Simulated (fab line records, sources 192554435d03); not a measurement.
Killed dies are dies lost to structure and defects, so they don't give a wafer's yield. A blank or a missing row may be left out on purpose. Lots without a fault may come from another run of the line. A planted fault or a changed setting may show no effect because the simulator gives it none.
fab line records | flow n5_finfet
record lots=6 wafers=16 last_day=19
route steps=1938 shown HKMG_FIN@438 PASSIVATION@1936
lots that met no fault: from a run of the same line without faults
start_h: hours from the record's first day to the start of the lot's first wafer shown | wait_h: hours since the lot's step before | " the same as in the row above | L1.1+2: a row that stands for several wafers | - no value, or no start given | * or withheld: withheld | < > ~ a bound
route shown NAME@n: a module of which the file shows steps, and the number in the route of the first | usual: mean/standard deviation of fault-free wafers | same: alike in all rows | chamber/n: place in a boat | sites: the reading at each site | _std_site: their standard deviation | _edge_site: outer sites' mean less inner sites' | radius_mm: how far each site lies from the wafer's centre | mask NAME#n: copy n | behind: the tool/chamber that last shaped the wafer | hold: why the lot was held/for how many hours/how that ended | device: the transistor (n, p or np) that didn't switch | end of line: the same wafers' tests at the end of the route | a step without rows: its recipe alone | killed: dies lost to structure and defects at the first sort, not the wafer's yield | map: a wafer's dies, x killed, . not, _ none there
set.NAME: the setting as run; set.NAME@STEP: as run at that earlier step | model.NAME: the simulator's own value behind a step, which no gauge read
lots at some steps of the route; a table a step, a row a wafer
services: from which hour (start_h, from the record's first day; less than 0 if before it) a tool's chamber was out of use, for how many hours, and why
## steps
# step N5_HKMG_FIN_ETCH_35
# recipe chemistry=N2/H2 target=SOC target_depth_a=2158 ion_energy_ev=65 bias_w=5 source_w=3000 time_s=243.4 pressure_mtorr=30 n2_flow_sccm=200 h2_flow_sccm=200
# step N5_HKMG_FIN_STRIP_92
# recipe chemistry=N2/H2 material=SOC time_s=20 power_w=500 temp_c=40 pressure_mtorr=50 rf_frequency_hz=6e+07 bias_power_w=8 h2_frac=0.5 n2_flow_sccm=300 h2_flow_sccm=300
# step N5_HKMG_FIN_WET_ETCH_18
# recipe chemistry=SC1 target=TiN mix=1:1:5 temp_c=* time_s=55 target_depth_nm=5.2 dry=ipa_marangoni rinse_time_s=30 rinse_temp_c=23
# step N5_HKMG_FIN_STRIP_19
# recipe chemistry=N2/H2 power_w=2500 temp_c=300 h2_frac=0.65 time_s=360 pressure_mtorr=withheld n2_flow_sccm=1750 h2_flow_sccm=3250
# step N5_HKMG_FIN_ALD_91
# recipe material=TiN target_thk_a=10 temp_c=400 ald_precursor_family=TiCl4 ald_co_reactant=NH3 pulse_time_s=1 purge_time_s=3 co_reactant_purge_time_s=2 co_reactant_pulse_time_s=2 ald_cycles=47 pressure_torr=3
# usual heater_power_w=916/60 precursor_pulse_height_rel=1.002/0.021
# same purge_time_s=3
# columns lot.wafer tool chamber start_h wait_h heater_power_w precursor_pulse_height_rel
L737.1 ald_metal-04 3 77.48 0.3 803 1.010
L737.4 " 2 " " 900 0.983
L737.6 " 3 " " 809 1.009
L744.1 ald_metal-02 0 121.10 0.3 844 1.025
L744.4 " 2 " " 970 0.986
L748.4 ald_metal-03 3 141.00 0.1 911 1.004
L748.6 " 1 " " 915 0.994
L753.1 ald_metal-04 1 175.88 0.3 1043 0.993
L753.3 " 2 " " 920 0.954
L753.5 " 1 " " 1045 1.037
L754.1 ald_metal-03 2 178.85 0.3 954 0.965
L754.3 " 1 " " 912 1.012
L754.5 " 3 " " 922 1.018
L756.3 ald_metal-03 1 192.85 0.1 904 0.974
L756.4 " 2 " " 960 0.985
L756.6 " 0 " " 923 0.987
# step N5_HKMG_FIN_COAT_85
# recipe resist=SOC temp_c=250 time_s=60 spin_rpm=1500 resist_thk_nm=300
# step N5_HKMG_FIN_ETCH_86
# recipe chemistry=N2/H2 target=SOC target_depth_a=3932 stop_on=TiN ion_energy_ev=100 bias_w=61 pressure_mtorr=30 source_w=850 n2_flow_sccm=200 h2_flow_sccm=200
# usual drypump_motor_current_A=5.50/0.22 oes_product_au=0.79/0.08 rf_vpp_V=240.7/1.4 showerhead_plenum_p_Torr=2.54/0.085 throttle_valve_pct=17.77/0.23
# columns lot.wafer tool chamber start_h wait_h drypump_motor_current_A oes_product_au rf_hours_counter_h rf_vpp_V showerhead_plenum_p_Torr throttle_valve_pct
L737.1 rie_diel-03 1 77.82 - 5.47 0.97 3 242.1 2.59 17.37
L737.4 " 0 " " 5.47 0.76 130 240.0 2.56 17.68
L737.6 " 2 " " 5.61 0.77 - 237.8 2.35 17.75
L744.1 rie_diel-03 3 121.44 - 5.36 0.89 29 240.2 2.59 17.92
L744.4 " 2 " " 5.61 0.77 124 237.3 2.35 17.78
L748.4 rie_diel-05 0 141.36 - 5.11 0.75 152 243.0 2.65 18.06
L748.6 " 1 " " 5.54 0.68 - 241.4 2.61 18.14
L753.1 rie_diel-06 0 176.44 - 5.54 0.74 180 238.5 2.42 17.95
L753.3 " 2 " " 5.29 0.71 192 239.7 2.52 17.63
L753.5 " 0 " " 5.53 0.73 - 238.7 2.42 17.93
L754.1 rie_diel-05 2 179.25 - 5.91 0.72 200 241.1 2.52 17.65
L754.3 " 0 " " 5.13 0.74 168 241.0 2.64 18.08
L754.5 " 2 " " 5.93 0.72 - 241.3 2.52 17.64
L756.3 rie_diel-03 3 193.19 - 5.30 0.85 52 240.9 2.58 18.00
L756.4 " 1 " " 5.46 0.87 46 241.4 2.58 17.43
L756.6 " 2 " " 5.64 0.74 - 239.2 2.34 17.82
# step N5_HKMG_FIN_STRIP_89
# recipe chemistry=N2/H2 material=SOC time_s=20 power_w=500 temp_c=40 pressure_mtorr=50 rf_frequency_hz=6e+07 bias_power_w=8 h2_frac=0.5 n2_flow_sccm=300 h2_flow_sccm=300
# usual drypump_motor_current_A=5.51/0.23 oes_product_au=0.80/0.083 rf_vpp_V=54.3/0.89 showerhead_plenum_p_Torr=3.36/0.11 throttle_valve_pct=18.96/0.27
# columns lot.wafer tool chamber start_h wait_h drypump_motor_current_A oes_product_au rf_hours_counter_h rf_vpp_V showerhead_plenum_p_Torr throttle_valve_pct
L737.1 rie_diel-03 1 77.88 0.0 5.44 0.98 4 53.3 3.42 18.71
L737.4 " 0 " " 5.45 0.77 130 53.0 3.38 18.68
L737.6 " 2 " " 5.61 0.78 - 55.3 3.12 18.82
L744.1 rie_diel-03 3 121.50 0.0 5.30 0.89 29 54.1 3.42 19.06
L744.4 " 2 " " 5.60 0.77 125 53.4 3.11 18.84
L748.4 rie_diel-05 0 141.42 0.0 5.11 0.75 153 55.3 3.49 19.18
L748.6 " 1 " " 5.57 0.69 - 54.1 3.45 19.55
L753.1 rie_diel-06 0 176.50 0.0 5.54 0.74 180 54.1 3.20 19.13
L753.3 " 2 " " 5.26 0.73 192 53.9 3.34 18.81
L753.5 " 0 " " 5.55 0.75 - 54.9 3.20 19.14
L754.1 rie_diel-05 2 179.31 0.0 5.90 0.71 200 54.5 3.33 18.59
L754.3 " 0 " " 5.12 0.75 168 54.9 3.48 19.20
L754.5 " 2 " " 5.91 0.71 - 55.3 3.33 18.59
L756.3 rie_diel-03 3 193.25 0.0 5.31 0.85 53 55.4 3.40 19.11
L756.4 " 1 " " 5.45 0.86 46 54.7 3.40 18.78
L756.6 " 2 " " 5.62 0.74 - 54.0 3.09 18.88
# step N5_HKMG_FIN_WET_ETCH_87
# recipe chemistry=SC1 target=TiN mix=1:2:40 temp_c=50 time_s=154.2 target_depth_nm=4.7 dry=ipa_marangoni rinse_time_s=30 rinse_temp_c=23
# step N5_HKMG_FIN_STRIP_88
# recipe chemistry=N2/H2 power_w=2500 temp_c=300 h2_frac=0.65 time_s=360 pressure_mtorr=withheld n2_flow_sccm=1750 h2_flow_sccm=3250
# usual drypump_motor_current_A=5.8/0.66 heater_power_w=461/76
# columns lot.wafer tool chamber start_h wait_h drypump_motor_current_A heater_power_w rf_hours_counter_h
L737.1 plasma_asher-02 1 78.07 0.0 6.5 574 87
L737.4 " 0 " " 6.1 387 -
L737.6 " 0 " " 6.1 399 -
L744.1 plasma_asher-02 1 121.69 0.0 6.5 584 93
L744.4 " 0 " " 6.1 394 -
L748.4 plasma_asher-02 0 141.73 0.1 6.1 393 -
L748.6 " 1 " " 6.5 571 -
L753.1 plasma_asher-02 0 176.76 0.0 6.1 388 104
L753.3 " 1 " " 6.5 597 -
L753.5 " 1 " " 6.5 581 -
L754.1 plasma_asher-02 1 179.50 0.0 6.5 586 104
L754.3 " 1 " " 6.5 580 -
L754.5 " 1 " " 6.5 571 -
L756.3 plasma_asher-01 1 193.56 0.1 4.7 466 -
L756.4 " 0 " " 5.8 395 -
L756.6 " 0 " " 5.8 406 -
# step N5_HKMG_FIN_NWFM_ALD_20
# recipe material=TiAlC target_thk_a=20 temp_c=300 ald_precursor_family=TiCl4 ald_co_reactant=TEA pulse_time_s=3 purge_time_s=2 co_reactant_purge_time_s=2 co_reactant_pulse_time_s=10 ald_cycles=7 pressure_torr=3
# step N5_HKMG_FIN_ALD_71
# recipe material=TiN target_thk_a=10 temp_c=400 ald_precursor_family=TiCl4 ald_co_reactant=NH3 pulse_time_s=1 purge_time_s=3 co_reactant_purge_time_s=2 co_reactant_pulse_time_s=2 ald_cycles=47 pressure_torr=3
# step N5_HKMG_FIN_COAT_66
# recipe resist=SOC temp_c=250 time_s=60 spin_rpm=1500 resist_thk_nm=300
# usual resist_line_temp_C=22.99/0.12 run_length_s=66.3/0.32
# columns lot.wafer tool chamber start_h wait_h resist_line_temp_C run_length_s
L737.1 litho_track-02 0 78.83 0.2 22.98 66.6
L737.4 " 0 " " 22.87 66.7
L737.6 " 0 " " 22.81 66.5
L744.1 litho_track-02 0 122.45 0.2 23.12 66.5
L744.4 " 0 " " 22.81 72.4
L748.4 litho_track-02 0 142.38 0.2 22.84 72.5
L748.6 " 0 " " 22.86 72.3
L753.1 litho_track-01 0 177.52 0.2 23.23 65.9
L753.3 " 0 " " 23.11 65.8
L753.5 " 0 " " 23.20 65.9
L754.1 litho_track-04 0 180.26 0.2 22.94 66.1
L754.3 " 0 " " 22.88 65.9
L754.5 " 0 " " 22.88 65.9
L756.3 litho_track-04 0 194.21 0.2 23.11 65.9
L756.4 " 0 " " 23.19 65.8
L756.6 " 0 " " 22.94 65.9
# step N5_HKMG_FIN_ETCH_67
# recipe chemistry=N2/H2 target=SOC target_depth_a=3889 stop_on=TiN ion_energy_ev=100 bias_w=61 pressure_mtorr=30 source_w=850 n2_flow_sccm=200 h2_flow_sccm=200
# usual drypump_motor_current_A=5.51/0.23 oes_product_au=0.79/0.072 rf_vpp_V=240.7/1.4 showerhead_plenum_p_Torr=2.54/0.079 throttle_valve_pct=17.74/0.22
# columns lot.wafer tool chamber start_h wait_h drypump_motor_current_A oes_product_au rf_hours_counter_h rf_vpp_V showerhead_plenum_p_Torr throttle_valve_pct
L737.1 rie_diel-06 3 78.90 - 5.31 0.81 91 240.3 2.57 17.92
L737.4 " 1 " " 5.86 0.83 54 241.6 2.58 17.42
L737.6 " 1 " " 5.86 0.83 - 240.8 2.58 17.42
L744.1 rie_diel-06 1 122.51 - 5.86 0.82 65 243.4 2.58 17.43
L744.4 " 0 " " 5.53 0.75 161 238.2 2.42 17.93
L748.4 rie_diel-06 0 142.43 - 5.56 0.74 168 238.6 2.42 17.93
L748.6 " 0 " " 5.54 0.74 - 239.5 2.42 17.95
L753.1 rie_diel-06 1 177.58 - 5.85 0.80 85 242.1 2.57 17.47
L753.3 " 3 " " 5.33 0.79 127 239.8 2.56 17.98
L753.5 " 2 " " 5.25 0.73 - 242.8 2.52 17.62
L754.1 rie_diel-03 1 180.89 - 5.45 0.87 42 241.1 2.58 17.42
L754.3 " 3 " " 5.29 0.85 48 242.3 2.58 17.97
L754.5 " 1 " " 5.45 0.87 - 241.6 2.58 17.41
L756.3 rie_diel-05 2 194.27 - 5.93 0.71 204 241.5 2.52 17.65
L756.4 " 0 " " 5.13 0.73 173 242.8 2.64 18.08
L756.6 " 2 " " 5.89 0.70 - 241.5 2.52 17.63
# step N5_PASSIVATION_PROBE_49
# usual killed_at_M0_to_M3=36/11 killed_at_M4_up=13/5.1 killed_at_contacts=14/4.9 killed_at_front_end=41/10 killed_at_other=3.4/2.6 killed_dies=107/16 killed_open=70/11 killed_short=36/7.8
# same gross_dies=1180 killed_at_back_side=0
# columns lot.wafer tool chamber start_h wait_h killed_at_M0_to_M3 killed_at_M4_up killed_at_contacts killed_at_front_end killed_at_other killed_dies killed_open killed_short
L748.4 prober-01 - 385.29 0.2 48 9 11 60 1 129 95 34
L748.6 prober-01 - 385.39 0.3 29 18 10 48 4 109 68 38
L753.1 prober-01 - 451.16 0.0 25 21 9 47 6 108 71 36
L753.3 prober-01 - 451.26 0.1 15 16 8 50 10 99 69 30
L753.5 prober-01 - 451.36 0.2 22 7 18 47 1 95 64 29
L754.1 prober-02 - 460.38 0.0 29 6 12 20 2 69 52 17
L754.3 prober-02 - 460.48 0.1 23 9 4 38 3 77 50 23
L754.5 prober-02 - 460.58 0.2 33 10 9 29 2 83 57 26
# killed by level:class
L748.4 STI_FIN_REVEAL:geometric_particle:open=28 BEOL_M0_SAQP:geometric_particle:short=13 BEOL_M0_SAQP:geometric_particle:open=11 FIN_SAQP:geometric_particle:open=10 MOL_CONTACT_COAG:geometric_particle:open=10 BEOL_M2:geometric_particle:open=10 BEOL_M3:geometric_particle:open=6 GATE_CUT:geometric_particle:open=5
L748.6 FIN_SAQP:geometric_particle:open=11 STI_FIN_REVEAL:geometric_particle:open=11 BEOL_M2:geometric_particle:open=8 BEOL_M4:geometric_particle:open=7 MOL_CONTACT_COAG:geometric_particle:open=6 GATE_CUT:geometric_particle:short=5 BEOL_M1:geometric_particle:open=5 STARTING-WAFER:geometric_particle:short=5
L753.1 BEOL_M4:geometric_particle:open=13 FIN_SAQP:geometric_particle:open=10 STI_FIN_REVEAL:geometric_particle:open=7 MOL_CONTACT_COAG:geometric_particle:open=7 BEOL_M0_SAQP:geometric_particle:open=7 BEOL_M0_SAQP:geometric_particle:short=6 FIN_SAQP:geometric_particle:short=5 BEOL_M1:geometric_particle:open=4
L753.3 FIN_SAQP:geometric_particle:open=19 STI_FIN_REVEAL:geometric_particle:open=10 BEOL_M4:geometric_particle:open=10 FIN_SAQP:geometric_particle:short=8 MOL_CONTACT_COAG:geometric_particle:open=6 BEOL_M0_SAQP:geometric_particle:open=5 PAD_METAL:geometric_particle:short=4 ILD0:geometric_particle:short=3
L753.5 MOL_CONTACT_COAG:geometric_particle:open=13 FIN_SAQP:geometric_particle:open=11 STI_FIN_REVEAL:geometric_particle:open=7 BEOL_M2:geometric_particle:open=6 FIN_SAQP:geometric_particle:short=5 MOL_CONTACT_COAG:geometric_particle:short=5 BEOL_M0_SAQP:geometric_particle:short=5 DUMMY_GATE:geometric_particle:open=4
L754.1 MOL_CONTACT_COAG:geometric_particle:open=10 BEOL_M0_SAQP:geometric_particle:open=7 FIN_SAQP:geometric_particle:open=6 BEOL_M3:geometric_particle:open=6 BEOL_M0:geometric_particle:open=4 STI_FIN_REVEAL:geometric_particle:open=3 BEOL_M0_SAQP:geometric_particle:short=3 BEOL_M1:geometric_particle:open=3
L754.3 FIN_SAQP:geometric_particle:open=14 FIN_SAQP:geometric_particle:short=8 BEOL_M0_SAQP:geometric_particle:short=6 GATE_CUT:geometric_particle:open=5 MOL_CONTACT_COAG:geometric_particle:open=4 BEOL_M0_SAQP:geometric_particle:open=3 BEOL_M0:geometric_particle:open=3 BEOL_M2:geometric_particle:open=3
L754.5 BEOL_M0_SAQP:geometric_particle:open=9 MOL_CONTACT_COAG:geometric_particle:open=9 BEOL_M2:geometric_particle:open=9 FIN_SAQP:geometric_particle:open=7 BEOL_M0_SAQP:geometric_particle:short=7 GATE_CUT:geometric_particle:short=5 BEOL_M4:geometric_particle:short=5 STI_FIN_REVEAL:geometric_particle:open=4
## services
# columns tool chamber start_h hours kind
litho_track-01 - 56.66 - consumable_replace:filter
plasma_asher-02 - 60.41 7.1 repair
rie_diel-05 3 74.42 - clean
rie_diel-05 3 74.42 - consumable_replace:focus_ring
rie_diel-05 3 74.42 15.5 scheduled_down
rie_diel-05 3 74.42 15.5 vent_cycle
rie_diel-06 1 110.57 8.0 repair
ald_metal-03 0 116.01 7.5 repair
ald_metal-03 - 125.78 14.6 pm
ald_metal-04 1 151.72 - calibration
rie_diel-05 1 166.89 - clean
rie_diel-05 1 166.89 - consumable_replace:focus_ring
litho_track-02 - 185.61 - consumable_replace:filter
rie_diel-05 2 191.71 1.3 repair
## key
first_sign step=N5_HKMG_FIN_COAT_66 reading=run_length_s direction=up sigmas=19 usual=* struck=*
effect none on later readings
met_at N5_HKMG_FIN_COAT_66
struck_wafers L744.4,L748.4,L748.6
tester_left_out L744,L748
onset_between 78.83 122.45
fault kind=process_parameter_drift tool=litho_track-02 chamber=- onset_h=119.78 steps=N5_HKMG_FIN_COAT_66 channel=time_s offset=* shape=step end_h=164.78 scope=struck_wafers_only acts_in=* stated=*
# tester_left_out: of these lots the tester's yield and bins aren't shown, on N5 and GAA mostly nor the transistor test; their killed dies are dies lost to structure and defects alone, not to doping, threshold or leakage, so they don't give the yield
